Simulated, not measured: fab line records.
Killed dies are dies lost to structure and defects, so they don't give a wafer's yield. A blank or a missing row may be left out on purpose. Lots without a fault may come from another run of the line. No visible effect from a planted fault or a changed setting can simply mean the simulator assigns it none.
One fault through the eyes of 2 desks / flow n5 finfet / each desk holds nothing but its own numbers, with what lay behind them at the end

FOR THE TOOL OWNER'S DESK: rie diel-06
The tool's own readings at N5_BEOL_M6_VIA_ETCH_34 (etches SiCOH lowk in C4F6/O2, target depth 126.3 nm, time 50.9 s): means of the sampled wafers that have a number, for each lot that ran on this tool. A lot is out of limits, marked OUT, if its mean lies more than 4 standard deviations from the usual mean; the brackets give that distance. It has 9 readings, of which 7 appear: the earliest out of limits, and the ones furthest out on some lot.
Columns: A = bias w at N5_BEOL_M6_VIA_ETCH_34, usual 185.0 W; B = drypump motor current A at N5_BEOL_M6_VIA_ETCH_34, usual 5.6 A; C = oes product au at N5_BEOL_M6_VIA_ETCH_34, usual 0.82 a.u.; D = rf fwd power W at N5_BEOL_M6_VIA_ETCH_34, usual 342.0 W; E = run length s at N5_BEOL_M6_VIA_ETCH_34, usual 74.4 s; F = showerhead plenum p Torr at N5_BEOL_M6_VIA_ETCH_34, usual 2.89 Torr; G = throttle valve pct at N5_BEOL_M6_VIA_ETCH_34, usual 20.93 %
lot=L406; first seen here=day 8 12:46; A=184.5; B=5.1; C=0.79; D=343.3; E=74.7; F=2.97; G=21.12
lot=L416; first seen here=day 11 02:01; A=185.5; B=5.4; C=0.83; D=342.6; E=76.7 (+4.4) OUT; F=2.90; G=21.05
lot=L428; first seen here=day 14 14:24; A=184.7; B=5.9; C=0.88; D=341.0; E=74.2; F=2.90; G=20.96
lot=L429; first seen here=day 15 01:02; A=184.9; B=5.5; C=0.90; D=341.3; E=74.8; F=2.86; G=20.90
This desk's finding: out of limits on L416; first on L416, day 11 02:01 (run length s at N5_BEOL_M6_VIA_ETCH_34). In limits: L406, L428, L429.

THE DEFECT DESK
Lot by lot, what the route's inspections counted, given as the mean of those sampled wafers with a number. A lot is out of limits, marked OUT, if its mean lies more than 4 standard deviations from the usual mean; the brackets give that distance.
Columns: A = raw defect count at N5_BEOL_M6_INSPECT_13, usual 394
lot=L406; first seen here=day 8 11:31; A=382
lot=L407; first seen here=day 8 16:46; A=329
lot=L408; first seen here=day 9 03:35; A=382
lot=L416; first seen here=day 11 00:46; A=414
lot=L419; first seen here=day 11 16:35; A=362
lot=L422; first seen here=day 12 11:26; A=584
lot=L424; first seen here=day 13 11:09; A=373
lot=L427; first seen here=day 13 15:02; A=377
lot=L428; first seen here=day 14 12:01; A=365
lot=L429; first seen here=day 14 23:22; A=477
Finding of this desk: none of the 10 lots has anything out of limits.

PUT TOGETHER
The tool owner's desk could have raised an alarm at day 11 02:01, on L416.
The defect desk saw nothing out of limits.
The defect desk has L416 on record, within its limits.
The lots listed all ran N5_BEOL_M6_VIA_ETCH_34 on rie diel-06.

WHAT HAD BEEN PUT IN BY THE SIMULATOR
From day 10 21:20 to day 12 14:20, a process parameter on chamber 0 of rie diel-06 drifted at N5_BEOL_M6_VIA_ETCH_34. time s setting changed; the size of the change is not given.
Struck lots among those shown: L416.
Hours from the fault's start to each desk's first reading out of limits: the tool owner's desk, 5.
